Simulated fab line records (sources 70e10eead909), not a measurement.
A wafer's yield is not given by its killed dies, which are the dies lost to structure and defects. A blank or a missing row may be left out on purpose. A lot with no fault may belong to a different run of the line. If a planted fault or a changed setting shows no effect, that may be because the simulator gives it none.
fab line records	flow nandHarc
[record] lots = 11	wafers = 33	lastDay = 33
route steps=1302 shown P_M2@332 END@1302
lots with no fault: from the same line, run without faults
startH: hours from the record's first day to the start of the lot's first wafer shown	waitH: hours from the lot's prior step to this one	" repeats the value in the row above	L1.1+2: a single row standing in for several wafers	- value missing, or start not given	* or withheld: withheld	< > ~ a bound
route shown NAME@n: NAME is a module with steps in the file, n the number in the route of the first one	usual: average and standard deviation across the fault-free wafers	same: alike in all rows	chamber/n: place in a boat	sites: each site's reading	_std_site: the standard deviation of these	_edge_site: inner sites' mean taken away from outer sites' mean	radiusMm: how far each site lies from the wafer's centre	mask NAME#n: copy n	behind: tool/chamber where the wafer was last shaped	hold: what put the lot on hold/how long, in hours/how the hold closed	device: which transistor (n, p or np) failed to switch	end of line: the tests these same wafers got at the end of their route	a step with no rows: only its recipe	killed: not the wafer's yield, but the dies lost to structure and defects at the first sort	map: a wafer's dies, x killed, . not, _ none there
set.NAME: the run value of the setting; set.NAME@STEP: its run value at that earlier step	model.NAME: the simulator's own value behind a step, which no gauge read
route steps across a sampled set of lots; one table per step, one row per wafer
services: a tool's chamber out of use, with start hour (startH, from the record's first day; less than 0 if before it), hours out, and reason
[[steps]]
[step NHARC_P_M2_ETCH_35]
[recipe] targetDepthA = 400	overetchA = 120	timeS = 43.94	ionEnergyEv = 200	n2FlowSccm = 150	h2FlowSccm = 150	arFlowSccm = 0	rfW = 400	biasW = 150	chemistry = N2/H2
[usual] chamberPressureMTorr = 30.001/0.028	drypumpMotorCurrentA = 5.6/0.5	oesProductAu = 1.003/0.0077	rfVppV = 430.2/3	runLengthS = 65.1/0.33	showerheadPlenumPTorr = 2.03/0.11	throttleValvePct = 14.171/0.008
lot.wafer	tool	chamber	startH	waitH	chamberPressureMTorr	drypumpMotorCurrentA	oesProductAu	rfHoursCounterH	rfVppV	runLengthS	showerheadPlenumPTorr	throttleValvePct
L601.3	rieDiel-01	3	131.34	0.1	30.020	5.1	1.009	2.0	432.4	65.0	2.13	14.169
L601.1	"	0	"	"	30.036	4.9	1.002	4.9	434.5	64.8	2.20	14.162
L601.6	"	0	"	"	30.032	4.9	1.016	-	435.4	65.1	2.20	14.169
L604.3	rieDiel-01	2	162.89	0.1	30.035	6.2	1.002	5.7	427.5	65.3	1.94	14.172
L604.4	"	1	"	"	29.994	5.3	1.000	5.8	433.2	65.3	2.13	14.173
L604.5	"	2	"	"	30.050	6.2	1.002	-	428.3	65.2	1.94	14.174
L606.2	rieDiel-01	0	184.38	0.1	29.985	4.9	1.001	9.2	436.1	65.3	2.19	14.171
L606.1	"	1	"	"	29.986	5.2	1.002	7.0	433.7	65.5	2.13	14.193
L606.6	"	2	"	"	30.039	6.2	1.000	-	428.7	65.7	1.94	14.167
L608.4	rieDiel-05	1	200.19	0.1	30.043	5.4	1.002	5.3	431.0	64.2	2.06	14.177
L608.1	"	3	"	"	30.016	6.0	0.997	7.0	427.3	64.4	1.89	14.177
L608.6	"	1	"	"	29.965	5.4	1.013	-	431.2	64.3	2.06	14.176
L610.4	rieDiel-03	3	223.02	0.1	29.987	5.3	1.009	6.2	429.7	65.4	1.98	14.176
L610.2	"	1	"	"	29.988	6.5	1.003	5.7	428.4	65.5	1.96	14.165
L610.6	"	3	"	"	30.011	5.3	0.997	-	428.4	65.2	1.98	14.174
L615.3	rieDiel-03	2	277.97	0.1	30.044	5.6	1.007	11.8	427.7	65.0	1.92	14.173
L615.4	"	0	"	"	30.024	6.3	1.008	11.0	428.0	64.8	1.92	14.173
L615.6	"	1	"	"	29.986	6.5	1.006	-	428.3	53.8	1.96	14.176
L617.1	rieDiel-03	1	296.25	0.1	29.963	6.5	1.005	0.0	427.9	54.1	1.96	14.171
L617.4	"	3	"	"	30.000	5.3	1.003	-	428.5	65.3	1.98	14.174
L617.6	"	1	"	"	29.942	6.4	1.000	-	426.0	54.0	1.96	14.178
L620.2	rieDiel-01	3	317.03	0.1	30.002	5.2	0.995	3.4	433.7	65.8	2.13	14.185
L620.1	"	1	"	"	29.990	5.2	1.015	5.7	433.3	65.2	2.13	14.182
L620.3	"	2	"	"	29.960	6.2	1.001	5.5	428.0	65.1	1.94	14.176
L621.2	rieDiel-05	3	340.43	0.1	29.962	6.0	0.986	4.2	425.4	64.6	1.89	14.169
L621.3	"	1	"	"	30.017	5.4	1.013	5.1	430.8	64.3	2.06	14.155
L621.5	"	0	"	"	30.008	5.1	0.998	-	433.8	65.3	2.17	14.178
L623.3	rieDiel-03	0	354.04	0.1	30.028	6.3	1.008	2.2	428.4	65.2	1.92	14.171
L623.2	"	1	"	"	29.978	6.4	1.003	3.7	429.2	65.0	1.96	14.169
L623.6	"	2	"	"	29.970	5.6	1.013	-	427.6	65.0	1.92	14.178
L624.3	rieDiel-01	0	360.91	0.1	30.046	5.0	0.999	6.0	434.4	64.9	2.19	14.165
L624.6	"	0	"	"	29.992	4.9	1.002	-	434.9	65.3	2.19	14.173
L624.5	"	1	"	"	30.025	5.3	1.009	-	433.0	65.2	2.12	14.162
[step NHARC_P_M2_STRIP_18]
[recipe] powerW = 1000	n2FlowSccm = 150	h2FlowSccm = 150	arFlowSccm = 0	biasW = 0	chemistry = N2/H2
[usual] chamberPressureMTorr = 30.00/0.031	drypumpMotorCurrentA = 5.5/0.45	oesProductAu = 1.002/0.0085	rfVppV = 90.8/1	showerheadPlenumPTorr = 2.08/0.1	throttleValvePct = 14.172/0.009
lot.wafer	tool	chamber	startH	waitH	chamberPressureMTorr	drypumpMotorCurrentA	oesProductAu	rfHoursCounterH	rfVppV	showerheadPlenumPTorr	throttleValvePct
L601.3	rieDiel-01	3	131.67	0.1	29.99	5.2	0.998	2.1	91.3	2.13	14.160
L601.1	"	0	"	"	29.99	4.9	1.011	5.0	92.1	2.20	14.178
L601.6	"	0	"	"	29.95	4.9	1.007	-	92.9	2.20	14.184
L604.3	rieDiel-03	1	163.18	0.1	30.02	6.5	1.015	1.9	90.6	1.96	14.156
L604.4	"	2	"	"	29.97	5.6	1.002	2.5	89.3	1.92	14.167
L604.5	"	1	"	"	30.05	6.5	0.994	-	89.7	1.96	14.157
L606.2	rieDiel-01	1	184.69	0.1	30.01	5.3	1.004	7.1	91.1	2.13	14.159
L606.1	"	3	"	"	30.01	5.2	0.995	6.3	91.1	2.13	14.182
L606.6	"	1	"	"	30.02	5.2	1.001	-	91.8	2.13	14.158
L608.4	rieDiel-01	2	200.50	0.1	30.00	6.2	0.993	7.8	89.6	1.94	14.159
L608.1	"	0	"	"	30.05	4.9	1.002	10.6	91.3	2.19	14.169
L608.6	"	1	"	"	30.00	5.2	1.002	-	90.3	2.13	14.171
L610.4	rieDiel-01	1	223.32	0.1	29.99	5.2	1.015	0.4	91.4	2.13	14.171
L610.2	"	2	"	"	29.94	6.2	1.001	0.4	90.4	1.94	14.174
L610.6	"	2	"	"	30.03	6.2	1.010	-	92.5	1.94	14.172
L615.4	rieDiel-05	1	278.26	0.1	30.06	5.4	1.015	2.2	91.7	2.06	14.171
L615.3	"	2	"	"	30.02	5.8	0.995	2.1	90.8	2.17	14.169
L615.6	"	1	"	"	30.01	5.4	1.006	-	91.7	2.06	14.170
L617.4	rieDiel-01	1	296.56	0.1	30.00	5.2	1.014	5.0	94.0	2.13	14.172
L617.1	"	3	"	"	30.04	5.1	1.005	3.0	90.8	2.13	14.177
L617.6	"	1	"	"	29.95	5.3	1.003	-	90.9	2.13	14.170
L620.3	rieDiel-05	3	317.33	0.1	29.97	6.0	1.004	3.2	89.1	1.89	14.176
L620.2	"	0	"	"	29.99	5.1	1.001	3.6	92.5	2.17	14.170
L620.1	"	1	"	"	30.00	5.4	1.014	3.7	89.8	2.06	14.157
L621.3	rieDiel-01	0	340.79	0.1	29.97	4.9	1.012	5.1	90.8	2.19	14.171
L621.2	"	1	"	"	30.04	5.2	0.998	6.2	90.8	2.13	14.161
L621.5	"	2	"	"	30.01	6.2	0.994	-	90.2	1.94	14.171
L623.3	rieDiel-01	2	354.32	0.1	29.99	6.2	1.002	6.5	89.8	1.94	14.164
L623.2	"	0	"	"	30.03	5.0	1.006	5.7	92.3	2.19	14.171
L623.6	"	3	"	"	30.01	5.2	1.002	-	91.1	2.13	14.174
L624.3	rieDiel-03	2	361.21	0.1	30.05	5.6	1.010	4.0	89.0	1.92	14.187
L624.5	"	2	"	"	30.01	5.6	1.008	-	90.1	1.92	14.169
L624.6	"	3	"	"	30.03	5.3	0.997	-	89.7	1.98	14.184
[step NHARC_P_M2_DEGAS_29]
[recipe] tempC = 250	timeS = 60
[usual] heaterPowerW = 343/26
lot.wafer	tool	chamber	startH	waitH	heaterPowerW
L601.3	pvdSputter-01	-	132.37	-	308
L601.1	"	-	"	"	334
L601.6	"	-	"	"	387
L604.3	pvdSputter-01	-	163.82	-	381
L604.4	"	-	"	"	341
L604.5	"	-	"	"	333
L606.1	pvdSputter-02	-	185.32	-	316
L606.2	"	-	"	"	325
L606.6	"	-	"	"	310
L608.1	pvdSputter-03	-	201.12	-	339
L608.4	"	-	"	"	312
L608.6	"	-	"	"	342
L610.2	pvdSputter-01	-	223.96	-	314
L610.4	"	-	"	"	380
L610.6	"	-	"	"	338
L615.3	pvdSputter-03	-	278.90	-	320
L615.4	"	-	"	"	336
L615.6	"	-	"	"	318
L617.1	pvdSputter-01	-	297.20	-	313
L617.4	"	-	"	"	347
L617.6	"	-	"	"	373
L620.3	pvdSputter-02	-	319.58	-	325
L620.2	"	-	"	"	334
L620.1	"	-	"	"	328
L621.3	pvdSputter-01	-	341.37	-	372
L621.2	"	-	"	"	348
L621.5	"	-	"	"	372
L623.3	pvdSputter-01	-	354.97	-	376
L623.2	"	-	"	"	380
L623.6	"	-	"	"	348
L624.3	pvdSputter-01	-	361.85	-	376
L624.6	"	-	"	"	365
L624.5	"	-	"	"	376
[step NHARC_P_M2_PVD_20]
[recipe] targetThkA = 50	biasV = 168.6	powerW = 15000	chamberPressurePa = 0.12	timeS = 8.06	substrateTempC = 50	material = TaN
[usual] throttleValvePct = 29.7/0.86
lot.wafer	tool	chamber	startH	waitH	throttleValvePct
L601.1	pvdSputter-01	-	-	-	28.0
L601.3	"	-	"	"	29.8
L601.6	"	-	"	"	30.7
L604.3	pvdSputter-01	-	-	-	30.0
L604.4	"	-	"	"	30.6
L604.5	"	-	"	"	28.9
L606.1	pvdSputter-02	-	-	-	29.9
L606.2	"	-	"	"	30.2
L606.6	"	-	"	"	30.3
L608.4	pvdSputter-03	-	-	-	31.2
L608.1	"	-	"	"	28.5
L608.6	"	-	"	"	30.1
L610.2	pvdSputter-01	-	-	-	30.4
L610.4	"	-	"	"	28.2
L610.6	"	-	"	"	29.1
L615.3	pvdSputter-03	-	-	-	29.4
L615.4	"	-	"	"	29.4
L615.6	"	-	"	"	30.9
L617.1	pvdSputter-01	-	-	-	29.5
L617.4	"	-	"	"	30.3
L617.6	"	-	"	"	29.5
L620.3	pvdSputter-02	-	-	-	30.7
L620.2	"	-	"	"	30.1
L620.1	"	-	"	"	29.8
L621.3	pvdSputter-01	-	-	-	28.3
L621.2	"	-	"	"	29.6
L621.5	"	-	"	"	30.2
L623.2	pvdSputter-01	-	-	-	30.4
L623.3	"	-	"	"	30.2
L623.6	"	-	"	"	28.7
L624.3	pvdSputter-01	-	-	-	30.0
L624.5	"	-	"	"	28.7
L624.6	"	-	"	"	30.0
[step NHARC_END_SORT_01]
[recipe] tempC = 25
[usual] defectLimitedYield = 92/3	killedAtArray = 52/20	killedAtOther = 1.0/1.3	killedAtPeriphery = 3.7/2.2	killedDies = 57/20	killedOpen = 3.2/1.6	killedShort = 2.4/1.6	sort_bin_2_pct = 2.9/1.4	sort_bin_3_pct = 0.6/0.41	sort_bin_4_pct = 4.8/1.5	sortNPass = 620/20	sortRimYieldPct = 93/3.5	sortYieldPct = 92/3
[same] grossDies = 677	sort_bin_5_pct[%] = 0	sort_bin_6_pct[%] = 0	sort_bin_7_pct[%] = 0	sort_bin_8_pct[%] = 0	sortRimNGross = 106.00
lot.wafer	tool	chamber	startH	waitH	defectLimitedYield[%]	killedAtArray	killedAtOther	killedAtPeriphery	killedDies	killedOpen	killedShort	sort_bin_2_pct[%]	sort_bin_3_pct[%]	sort_bin_4_pct[%]	sortNPass	sortRimYieldPct[%]	sortYieldPct[%]
L604.3	prober-02	0	617.54	3.1	89	67	0	5	72	6	2	3.1	1.2	6.4	605	93	89
L604.4	prober-02	0	618.34	3.4	92	54	1	2	57	3	1	3.7	0.3	4.4	620	92	92
L604.5	prober-02	0	619.14	3.7	90	59	0	9	68	3	1	3.2	0.9	5.9	609	91	90
L610.2	prober-01	0	665.70	2.8	87	90	0	1	91	5	4	5.9	0.6	6.9	586	88	87
L610.4	prober-01	0	667.28	3.4	88	72	2	4	78	3	5	3.1	1.6	6.8	599	92	88
L610.6	prober-01	0	668.85	3.9	88	73	3	2	78	1	4	4.6	1.0	5.9	599	89	88
L620.1	prober-01	0	761.57	2.5	88	73	0	6	79	3	3	4.0	1.0	6.6	598	90	88
L620.2	prober-01	0	762.38	2.8	88	78	0	2	80	2	6	5.0	1.5	5.3	597	94	88
L620.3	prober-01	0	763.18	3.1	87	81	0	4	85	3	6	5.0	1.0	6.5	592	96	87
// killed by level:class
L604.3 A_CHANNEL_HOLE_D2:chamberFilmFlake=32 A_SLIT:chamberFilmFlake=21 P_M0:chamberFilmFlake=3 A_CHANNEL_FILL_D1:geometricParticle:open=2 A_BLC:geometricParticle:open=2 P_GATE:chamberFilmFlake=2 A_CONTACT:chamberFilmFlake=2 A_ONON_D1:geometricParticle:open=1
L604.4 A_CHANNEL_HOLE_D2:chamberFilmFlake=25 A_SLIT:chamberFilmFlake=23 A_ONON_D1:geometricParticle:short=1 A_ONON_D2:geometricParticle:open=1 A_WL_FILL:geometricParticle:open=1 A_BLC:geometricParticle:open=1 P_STI:chamberFilmFlake=1 P_GATE:chamberFilmFlake=1
L604.5 A_SLIT:chamberFilmFlake=26 A_CHANNEL_HOLE_D2:chamberFilmFlake=24 P_M0:chamberFilmFlake=5 A_CHANNEL_HOLE_D1:chamberFilmFlake=4 P_GATE:chamberFilmFlake=3 P_M0:geometricParticle:open=1 A_DECK1_JOINT:geometricParticle:open=1 A_ONON_D2:geometricParticle:open=1
L610.2 A_CHANNEL_HOLE_D1:chamberFilmFlake=33 A_SLIT:chamberFilmFlake=31 A_CHANNEL_HOLE_D2:chamberFilmFlake=11 A_STAIRCASE:chamberFilmFlake=2 A_WL_FILL:chamberFilmFlake=2 A_ONON_D1:geometricParticle:open=1 A_CHANNEL_FILL_D1:geometricParticle:open=1 A_DECK1_JOINT:geometricParticle:short=1
L610.4 A_CHANNEL_HOLE_D1:chamberFilmFlake=26 A_SLIT:chamberFilmFlake=23 A_CHANNEL_HOLE_D2:chamberFilmFlake=12 A_ONON_D2:geometricParticle:short=2 P_ZERO_WELL:chamberFilmFlake=2 P_M0:geometricParticle:open=1 A_CHANNEL_HOLE_D1:geometricParticle:open=1 A_CHANNEL_FILL_D1:geometricParticle:short=1
L610.6 A_CHANNEL_HOLE_D1:chamberFilmFlake=32 A_SLIT:chamberFilmFlake=28 A_CHANNEL_HOLE_D2:chamberFilmFlake=7 THIN_TSV:chamberFilmFlake=3 A_CHANNEL_FILL_D2:geometricParticle:short=2 P_M2:geometricParticle:open=1 A_CHANNEL_FILL_D1:geometricParticle:short=1 A_DECK1_JOINT:geometricParticle:short=1
L620.1 A_SLIT:chamberFilmFlake=35 A_CHANNEL_HOLE_D1:chamberFilmFlake=22 A_CONTACT:chamberFilmFlake=6 P_GATE:chamberFilmFlake=4 A_STAIRCASE:chamberFilmFlake=3 P_GATE:geometricParticle:open=1 P_M0:geometricParticle:open=1 A_DECK1_JOINT:geometricParticle:short=1
L620.2 A_SLIT:chamberFilmFlake=32 A_CHANNEL_HOLE_D1:chamberFilmFlake=30 A_CONTACT:chamberFilmFlake=5 A_STAIRCASE:chamberFilmFlake=2 P_GATE:geometricParticle:short=1 A_ONON_D1:geometricParticle:short=1 A_CHANNEL_HOLE_D1:geometricParticle:open=1 A_CHANNEL_HOLE_D1:geometricParticle:short=1
L620.3 A_SLIT:chamberFilmFlake=33 A_CHANNEL_HOLE_D1:chamberFilmFlake=26 A_CONTACT:chamberFilmFlake=9 A_STAIRCASE:chamberFilmFlake=3 A_ONON_D1:geometricParticle:short=2 A_CHANNEL_FILL_D1:geometricParticle:short=2 P_GATE:chamberFilmFlake=2 A_CHANNEL_FILL_D1:chamberFilmFlake=2
[[services]]
tool	chamber	startH	hours	kind
pvdSputter-02	-	111.35	10.0	pm
rieDiel-01	1	118.43	3.3	repair
rieDiel-01	2	121.72	41.1	repair
rieDiel-03	1	140.79	2.9	repair
rieDiel-01	1	146.31	2.8	repair
rieDiel-05	3	151.35	6.1	repair
pvdSputter-02	-	155.32	0.9	repair
pvdSputter-03	-	156.91	4.6	repair
pvdSputter-02	-	161.48	2.3	repair
rieDiel-05	-	162.54	1.3	repair
rieDiel-05	-	164.60	11.1	repair
pvdSputter-03	-	170.01	10.0	pm
rieDiel-01	1	171.73	9.5	repair
rieDiel-01	2	186.19	5.9	repair
rieDiel-01	0	192.01	2.4	repair
rieDiel-01	-	203.80	9.0	pm
pvdSputter-02	-	215.15	4.0	repair
pvdSputter-01	-	226.00	10.0	pm
rieDiel-05	-	229.60	9.0	pm
pvdSputter-03	-	231.56	1.0	repair
rieDiel-01	3	250.10	11.1	repair
rieDiel-03	-	281.30	9.0	pm
rieDiel-01	3	281.96	4.6	repair
pvdSputter-02	-	289.35	10.0	pm
[[key]]
[firstSign] step = NHARC_P_M2_ETCH_35	reading = runLengthS	direction = down	sigmas = 34	usual = *	struck = *
effect none on later readings
metAt NHARC_P_M2_ETCH_35
struckLots L615,L617
struckWafers L615.6,L617.1,L617.6
notActingAt NHARC_P_M2_STRIP_18,NHARC_P_M2_DEGAS_29,NHARC_P_M2_PVD_20
onsetBetween 223.02 277.97
[fault] kind = processParameterDrift	tool = rieDiel-03	chamber = 1	onsetH = 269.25	steps = NHARC_P_M2_ETCH_35	channel = timeS	offset = *	shape = step	endH = 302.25	actsIn = *	stated = *
